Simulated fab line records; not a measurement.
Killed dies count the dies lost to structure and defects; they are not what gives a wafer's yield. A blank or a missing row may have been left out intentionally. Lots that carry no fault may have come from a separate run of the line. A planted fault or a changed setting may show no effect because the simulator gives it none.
fab line records	flow nandHarc
[record] lots = 5	wafers = 15	lastDay = 23
route steps=1159 shown P_CONTACT@228
lots that met no fault: from a run of the same line without faults
startH: hours from the record's opening day to when the first of the lot's shown wafers began	waitH: hours elapsed since this lot's preceding step	" repeats the value in the row above	L1.1+2: a single row standing in for several wafers	- no value present, or no start provided	* or withheld: withheld	< > ~ a bound
route shown NAME@n: NAME is a module with steps in the file, n the number in the route of the first one	usual: the fault-free wafers' mean and standard deviation	same: alike in all rows	chamber/n: place in a boat	sites: each site's reading	_std_site: the values' standard deviation	_edge_site: mean of outer sites minus mean of inner sites	radiusMm: for every site, how far away it sits from the centre of the wafer	mask NAME#n: copy n	behind: the tool/chamber that last shaped the wafer	hold: cause of the lot's hold/its duration in hours/its outcome	device: the n, p or np transistor that did not switch	end of line: the route-end tests of the same wafers	a step given without rows: its recipe and nothing more	killed: count of dies lost to structure and defects at first sort (not the wafer's yield)	map: a wafer's dies, marking killed ones x, the rest . and places with no die _
set.NAME: the setting that was run; set.NAME@STEP: the one run at that earlier step	model.NAME: the simulator's own value behind a step, which no gauge read
lots at some steps of the route; a table a step, a row a wafer
services: the hour from which a tool's chamber was out of use, counted from the record's first day as startH (under 0 if before that day), plus the number of hours and why
[[steps]]
[step NHARC_P_CONTACT_EBR_08]
[step NHARC_P_CONTACT_EXPOSE_09]
[recipe] na = 1.35	targetCdNm = 90	doseMj = 81.26	maskId = P_CA
[step NHARC_P_CONTACT_PEB_10]
[recipe] pebTempC = 100	pebTimeS = 65
[step NHARC_P_CONTACT_DEVELOP_11]
[recipe] developTimeS = 35	devTempC = 23
[step NHARC_P_CONTACT_CD_MEAS_12]
[recipe] targetCdNm = 90	landingEnergyEv = 500
[usual] cdNm = 90.0/0.63
lot.wafer	tool	chamber	startH	waitH	cdNm
L783.1	cdSem-03	0	142.68	-	90.7
L783.2	"	0	"	"	90.3
L783.6	"	0	"	"	89.5
L785.1	cdSem-01	0	161.43	-	90.9
L785.5	"	0	"	"	90.6
L785.6	"	0	"	"	90.9
L786.3	cdSem-03	0	164.22	-	90.7
L786.4	"	0	"	"	91.0
L786.5	"	0	"	"	91.1
L788.2	cdSem-02	0	190.16	-	90.3
L788.3	"	0	"	"	90.1
L788.5	"	0	"	"	90.4
L796.3	cdSem-03	0	220.09	-	91.9
L796.4	"	0	"	"	90.7
L796.5	"	0	"	"	90.2
[step NHARC_P_CONTACT_OVL_MEAS_13]
[usual] overlayXNm = -0.1/0.96	overlayYNm = 0.2/0.93
lot.wafer	tool	chamber	startH	waitH	overlayXNm	overlayYNm
L783.1	overlay-02	-	142.76	-	-1.7	1.3
L783.2	"	-	"	"	-1.3	0.9
L783.6	"	-	"	"	-1.2	1.4
L785.1	overlay-02	-	161.53	-	0.9	-1.2
L785.5	"	-	"	"	0.9	-0.9
L785.6	"	-	"	"	1.5	-0.5
L786.3	overlay-01	-	164.30	-	1.4	-0.7
L786.4	"	-	"	"	1.4	-0.4
L786.5	"	-	"	"	1.4	-0.6
L788.2	overlay-01	-	190.26	-	-1.4	0.9
L788.3	"	-	"	"	-1.5	0.4
L788.5	"	-	"	"	-1.5	0.9
L796.3	overlay-01	-	220.18	-	-1.4	3.1
L796.4	"	-	"	"	-1.8	2.7
L796.5	"	-	"	"	-1.7	2.3
[step NHARC_P_CONTACT_INSPECT_14]
[usual] rawDefectCount = 3.7/2.2
lot.wafer	tool	chamber	startH	waitH	rawDefectCount
L783.1	defectInspect-02	-	142.80	0.0	2
L783.2	"	-	"	"	4
L783.6	"	-	"	"	1
L785.1	defectInspect-01	-	161.57	0.0	2
L785.5	"	-	"	"	4
L785.6	"	-	"	"	1
L786.3	defectInspect-02	-	164.34	0.0	2
L786.4	"	-	"	"	3
L786.5	"	-	"	"	6
L788.2	defectInspect-02	-	190.29	0.0	9
L788.3	"	-	"	"	5
L788.5	"	-	"	"	6
L796.3	defectInspect-01	-	220.21	0.0	8
L796.4	"	-	"	"	7
L796.5	"	-	"	"	8
[step NHARC_P_CONTACT_DESCUM_17]
[recipe] timeS = 3	o2FlowSccm = 200	arFlowSccm = 0	biasPowerW = 0	chemistry = O2
[usual] drypumpMotorCurrentA = 5.5/0.43	o2FlowSccm = 200.0/0.65	oesProductAu = 1.001/0.007	rfVppV = 57.8/0.93	showerheadPlenumPTorr = 1.91/0.098	throttleValvePct = 11.311/0.0097
lot.wafer	tool	chamber	startH	waitH	drypumpMotorCurrentA	o2FlowSccm	oesProductAu	rfHoursCounterH	rfVppV	showerheadPlenumPTorr	throttleValvePct
L783.2	rieDiel-08	1	142.88	0.1	5.8	200.2	0.998	0	57.7	1.81	11.318
L783.1	"	2	"	"	5.5	200.2	1.005	0	58.3	2.00	11.309
L783.6	"	3	"	"	5.1	199.9	0.999	-	58.2	1.81	11.318
L785.1	rieDiel-08	1	161.63	0.1	5.8	200.1	0.997	2	56.7	1.80	11.310
L785.6	"	1	"	"	5.8	199.7	1.001	-	58.0	1.81	11.314
L785.5	"	2	"	"	5.5	201.2	0.998	-	57.8	2.00	11.330
L786.3	rieDiel-11	0	164.40	0.1	5.9	200.9	1.013	13	57.9	2.00	11.325
L786.4	"	2	"	"	6.2	199.3	1.006	13	57.4	1.94	11.317
L786.5	"	0	"	"	5.9	199.9	1.003	-	59.5	2.00	11.312
L788.2	rieDiel-08	1	190.36	0.1	5.8	200.2	1.010	5	57.6	1.80	11.310
L788.3	"	3	"	"	5.1	199.6	1.009	4	57.7	1.80	11.326
L788.5	"	1	"	"	5.8	200.5	1.002	-	57.2	1.80	11.305
L796.3	rieDiel-11	0	220.29	0.1	6.0	200.7	1.005	2	58.1	2.00	11.329
L796.4	"	1	"	"	5.3	200.4	1.008	2	59.4	2.00	11.322
L796.5	"	2	"	"	6.2	199.4	1.005	-	58.3	1.94	11.309
[step NHARC_P_CONTACT_ETCH_35]
[recipe] targetDepthA = 390	overEtchFrac = 0.3	timeS = 65	ionEnergyEv = 80	cf4FlowSccm = 150	arFlowSccm = 0	rfW = 300	biasW = 100	chemistry = CF4
[usual] drypumpMotorCurrentA = 5.5/0.41	oesProductAu = 1.000/0.0062	rfVppV = 151.2/1.3	runLengthS = 86.3/0.46	showerheadPlenumPTorr = 1.77/0.084	throttleValvePct = 13.284/0.009
lot.wafer	tool	chamber	startH	waitH	drypumpMotorCurrentA	oesProductAu	rfHoursCounterH	rfVppV	runLengthS	showerheadPlenumPTorr	throttleValvePct
L783.2	rieDiel-08	1	142.95	0.1	5.8	0.995	0	148.9	86.4	1.68	13.302
L783.1	"	3	"	"	5.1	1.008	0	149.2	86.6	1.68	13.276
L783.6	"	1	"	"	5.8	1.000	-	150.8	86.9	1.68	13.290
L785.1	rieDiel-08	2	161.72	0.1	5.5	1.002	2	151.7	85.4	1.85	13.285
L785.5	"	0	"	"	4.8	0.999	-	151.0	86.9	1.65	13.290
L785.6	"	1	"	"	5.8	1.005	-	150.2	86.6	1.68	13.287
L786.3	rieDiel-11	0	164.53	0.1	5.9	1.015	13	153.5	86.3	1.84	13.278
L786.4	"	1	"	"	5.3	1.010	13	152.8	85.8	1.85	13.287
L786.5	"	1	"	"	5.3	1.014	-	151.2	86.1	1.85	13.284
L788.3	rieDiel-08	0	190.44	0.1	4.9	1.000	5	150.3	86.9	1.65	13.288
L788.2	"	2	"	"	5.6	1.003	5	151.0	85.7	1.85	13.278
L788.5	"	0	"	"	4.9	0.997	-	148.4	86.8	1.65	13.280
L796.3	rieDiel-11	3	220.36	0.1	5.3	1.003	2	152.0	86.5	1.86	13.294
L796.4	"	1	"	"	5.3	0.995	2	151.7	85.6	1.84	13.279
L796.5	"	0	"	"	5.9	1.002	-	151.8	86.7	1.84	13.293
[step NHARC_P_CONTACT_ETCH_36]
[recipe] targetDepthA = 2600	overEtchFrac = 0.25	timeS = 406.25	ionEnergyEv = 200	n2FlowSccm = 150	h2FlowSccm = 150	arFlowSccm = 0	rfW = 400	biasW = 150	chemistry = N2/H2
[usual] drypumpMotorCurrentA = 5.5/0.43	oesProductAu = 1.002/0.0063	rfVppV = 430/3	runLengthS = 427.6/0.48	showerheadPlenumPTorr = 2.04/0.11	throttleValvePct = 14.170/0.0091
lot.wafer	tool	chamber	startH	waitH	drypumpMotorCurrentA	oesProductAu	rfHoursCounterH	rfVppV	runLengthS	showerheadPlenumPTorr	throttleValvePct
L783.1	rieDiel-08	3	-	-	5.1	0.999	0	427	427.9	1.92	14.151
L783.2	"	0	"	"	4.8	0.995	0	427	428.1	1.89	14.160
L783.6	"	0	"	"	4.9	1.002	-	426	428.1	1.89	14.172
L785.1	rieDiel-08	2	-	-	5.5	0.993	2	432	427.1	2.14	14.184
L785.5	"	1	"	"	5.8	0.998	-	428	427.9	1.92	14.188
L785.6	"	2	"	"	5.5	1.002	-	433	426.8	2.14	14.165
L786.4	rieDiel-11	1	-	-	5.3	0.990	13	433	427.0	2.14	14.182
L786.3	"	0	"	"	5.9	1.008	13	434	427.5	2.14	14.169
L786.5	"	1	"	"	5.3	1.013	-	433	427.1	2.14	14.180
L788.3	rieDiel-08	0	-	-	4.8	1.003	5	427	428.1	1.89	14.179
L788.2	"	1	"	"	5.8	1.003	5	428	427.4	1.92	14.176
L788.5	"	0	"	"	4.9	1.016	-	425	428.2	1.89	14.158
L796.4	rieDiel-11	3	-	-	5.3	1.005	2	435	427.5	2.15	14.154
L796.3	"	1	"	"	5.3	1.014	2	433	427.0	2.14	14.182
L796.5	"	2	"	"	6.2	1.003	-	433	427.2	2.07	14.179
[step NHARC_P_CONTACT_ETCH_18]
[recipe] targetDepthA = 4810	timeS = 240.5	c4f8FlowSccm = 20	o2FlowSccm = 10	arFlowSccm = withheld	rfW = 600	biasW = 1500	chemistry = C4F8/O2/Ar
[usual] oesProductAu = 0.964/0.018	rfVppV = 978/6.9	runLengthS = 261.8/0.43
lot.wafer	tool	chamber	startH	waitH	oesProductAu	rfHoursCounterH	rfVppV	runLengthS
L783.1	rieDiel-08	3	-	-	0.954	0	972	262.1
L783.2	"	2	"	"	0.975	0	985	261.4
L783.6	"	3	"	"	0.965	-	970	262.0
L785.1	rieDiel-08	2	-	-	0.963	2	984	261.3
L785.6	"	2	"	"	0.957	-	984	261.3
L785.5	"	3	"	"	0.971	-	969	262.3
L786.3	rieDiel-11	3	-	-	0.949	13	986	262.1
L786.4	"	1	"	"	0.949	13	985	261.1
L786.5	"	0	"	"	0.947	-	984	261.6
L788.3	rieDiel-08	0	-	-	0.965	6	967	262.1
L788.2	"	1	"	"	0.964	5	970	262.1
L788.5	"	3	"	"	0.977	-	971	262.0
L796.4	rieDiel-11	1	-	-	0.978	2	983	261.7
L796.3	"	2	"	"	0.966	2	979	261.6
L796.5	"	0	"	"	0.974	-	986	262.0
[step NHARC_P_CONTACT_STRIP_37]
[recipe] c4f8FlowSccm = withheld	o2FlowSccm = 8	arFlowSccm = withheld	biasW = 0	chemistry = C4F8/O2/Ar
[step NHARC_P_CONTACT_ETCH_31]
[recipe] targetDepthA = 300	timeS = 85.7	ionEnergyEv = 120	overEtchFrac = 1	ch3fFlowSccm = 50	o2FlowSccm = 30	arFlowSccm = 200	rfW = 500	biasW = 100	chemistry = CH3F/O2
[usual] drypumpMotorCurrentA = 5.5/0.43	o2FlowSccm = 30.00/0.089	oesProductAu = 0.981/0.012	rfVppV = 244.1/2	runLengthS = 107.1/0.45	showerheadPlenumPTorr = 2.45/0.12	throttleValvePct = 20.664/0.0087
lot.wafer	tool	chamber	startH	waitH	drypumpMotorCurrentA	o2FlowSccm	oesProductAu	rfHoursCounterH	rfVppV	runLengthS	showerheadPlenumPTorr	throttleValvePct
L783.1	rieDiel-08	3	143.61	-	5.1	30.01	0.974	0	243.4	107.8	2.32	20.668
L783.2	"	2	"	"	5.5	30.01	0.985	0	245.3	106.6	2.57	20.661
L783.6	"	0	"	"	4.9	30.05	0.977	-	242.3	107.4	2.29	20.663
L785.1	rieDiel-08	2	162.39	-	5.5	30.03	0.985	2	246.3	106.3	2.57	20.660
L785.6	"	3	"	"	5.1	29.92	0.980	-	242.9	107.3	2.32	20.663
L785.5	"	0	"	"	4.8	30.01	0.991	-	240.9	107.5	2.29	20.677
L786.4	rieDiel-11	3	165.19	-	5.3	30.02	0.977	13	245.6	106.9	2.59	20.662
L786.3	"	2	"	"	6.2	30.02	0.989	13	244.2	106.5	2.49	20.663
L786.5	"	3	"	"	5.3	29.96	0.978	-	245.5	107.3	2.59	20.669
L788.2	rieDiel-08	1	191.10	-	5.8	29.87	0.977	5	243.7	107.0	2.32	20.651
L788.3	"	0	"	"	4.9	30.05	0.980	6	240.9	107.3	2.29	20.672
L788.5	"	2	"	"	5.5	29.90	0.996	-	245.7	106.8	2.57	20.661
L796.4	rieDiel-11	2	221.01	-	6.2	30.01	0.977	2	244.6	106.8	2.49	20.668
L796.3	"	0	"	"	5.9	29.90	0.980	2	246.9	65.3	2.56	20.670
L796.5	"	2	"	"	6.2	30.06	0.973	-	244.4	106.5	2.49	20.651
[step NHARC_P_CONTACT_CD_MEAS_19]
[usual] cdNm = 90.3/1.1
lot.wafer	tool	chamber	startH	waitH	cdNm
L783.1	cdSem-02	-	143.74	-	91.2
L783.2	"	-	"	"	89.2
L783.6	"	-	"	"	89.9
L785.1	cdSem-01	-	162.50	-	91.5
L785.5	"	-	"	"	90.4
L785.6	"	-	"	"	91.2
L786.3	cdSem-01	-	165.32	-	91.8
L786.4	"	-	"	"	90.4
L786.5	"	-	"	"	91.6
L788.2	cdSem-02	-	191.23	-	88.0
L788.3	"	-	"	"	89.7
L788.5	"	-	"	"	90.1
L796.3	cdSem-03	-	221.15	-	92.6
L796.4	"	-	"	"	91.3
L796.5	"	-	"	"	91.9
[[services]]
tool	chamber	startH	hours	kind
rieDiel-11	0	119.63	-	clean
rieDiel-08	-	124.80	9.0	pm
rieDiel-08	0	124.80	9.0	ventCycle
rieDiel-08	1	124.80	9.0	ventCycle
rieDiel-08	2	124.80	9.0	ventCycle
rieDiel-08	3	124.80	9.0	ventCycle
rieDiel-08	0	133.80	-	clean
rieDiel-08	1	133.80	-	clean
rieDiel-08	2	133.80	-	clean
rieDiel-08	3	133.80	-	clean
rieDiel-08	0	158.30	-	clean
rieDiel-08	1	158.30	-	clean
rieDiel-08	2	158.30	-	clean
rieDiel-08	3	158.30	-	clean
rieDiel-08	3	169.80	7.6	repair
rieDiel-08	0	182.80	-	clean
rieDiel-08	1	182.80	-	clean
rieDiel-08	2	182.80	-	clean
rieDiel-08	3	182.80	-	clean
rieDiel-11	-	189.52	9.0	pm
rieDiel-08	0	207.30	-	clean
rieDiel-08	1	207.30	-	clean
rieDiel-08	2	207.30	-	clean
rieDiel-08	3	207.30	-	clean
[[key]]
[firstSign] step = NHARC_P_CONTACT_ETCH_31	reading = runLengthS	direction = down	sigmas = 94	usual = *	struck = *
effect none on later readings
metAt NHARC_P_CONTACT_ETCH_31
struckWafers L796.3
testerLeftOut L796
[fault] kind = processParameterDrift	tool = rieDiel-11	chamber = 0	onsetH = 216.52	steps = NHARC_P_CONTACT_ETCH_31	channel = timeS	offset = *	shape = step	endH = 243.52	actsIn = *	stated = *
// testerLeftOut: of these lots the tester's yield and bins aren't shown, on N5 and GAA mostly nor the transistor test; their killed dies are dies lost to structure and defects alone, not to doping, threshold or leakage, so they don't give the yield
